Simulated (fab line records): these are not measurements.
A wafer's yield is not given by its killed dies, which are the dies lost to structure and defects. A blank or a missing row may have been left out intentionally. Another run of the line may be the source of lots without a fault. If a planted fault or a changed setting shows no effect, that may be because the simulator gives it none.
Chamber matching / flow nandHarc / 4 sister chambers for NHARC_THIN_TSV_ETCH_15 on rieSi-01
The step target depth 3000 nm, bosch target overetch cycles 2, bosch etch step 2.8 s. 8 wafers are shown with their chamber, then 6 later ones without.

## WAFERS WITH THEIR CHAMBER
wafer=L129.6; chamber=3; drypumpMotorCurrentA (A)=5.7
wafer=L137.1; chamber=2; drypumpMotorCurrentA (A)=6.2
wafer=L137.2; chamber=3; drypumpMotorCurrentA (A)=5.6
wafer=L136.2; chamber=0; drypumpMotorCurrentA (A)=6.5
wafer=L136.4; chamber=1; drypumpMotorCurrentA (A)=6.0
wafer=L136.5; chamber=2; drypumpMotorCurrentA (A)=6.2
wafer=L141.1; chamber=1; drypumpMotorCurrentA (A)=6.0
wafer=L141.5; chamber=0; drypumpMotorCurrentA (A)=6.5

## WAFERS WHOSE CHAMBER IS MISSING
wafer=L141.6; drypumpMotorCurrentA (A)=5.7
wafer=L142.3; drypumpMotorCurrentA (A)=5.7
wafer=L142.5; drypumpMotorCurrentA (A)=6.5
wafer=L142.6; drypumpMotorCurrentA (A)=6.0
wafer=L144.1; drypumpMotorCurrentA (A)=5.9
wafer=L144.2; drypumpMotorCurrentA (A)=6.5

## WHICH CHAMBER EACH WENT THROUGH
wafer=L141.6; from the rows above=3; in truth=3
wafer=L142.3; from the rows above=3; in truth=3
wafer=L142.5; from the rows above=0; in truth=0
wafer=L142.6; from the rows above=1; in truth=1
wafer=L144.1; from the rows above=1; in truth=1
wafer=L144.2; from the rows above=0; in truth=0
Correct placement for 6 of the 6. Can't be placed from these rows: 0. Number placed wrongly: 0.
How it was worked out, from the rows above alone: a wafer's distance from a chamber is the root of the sum, over the readings, of the square of ((its reading less the chamber's mean) divided by the reading's scatter). If the next closest chamber is less than 2 further off than the closest, the wafer can't be placed; otherwise it belongs to the closest. A chamber's mean is the mean of its shown wafers. The scatter is the square root of a quotient: the sum, over the shown wafers, of each reading's squared deviation from its chamber's mean, divided by wafers minus chambers.
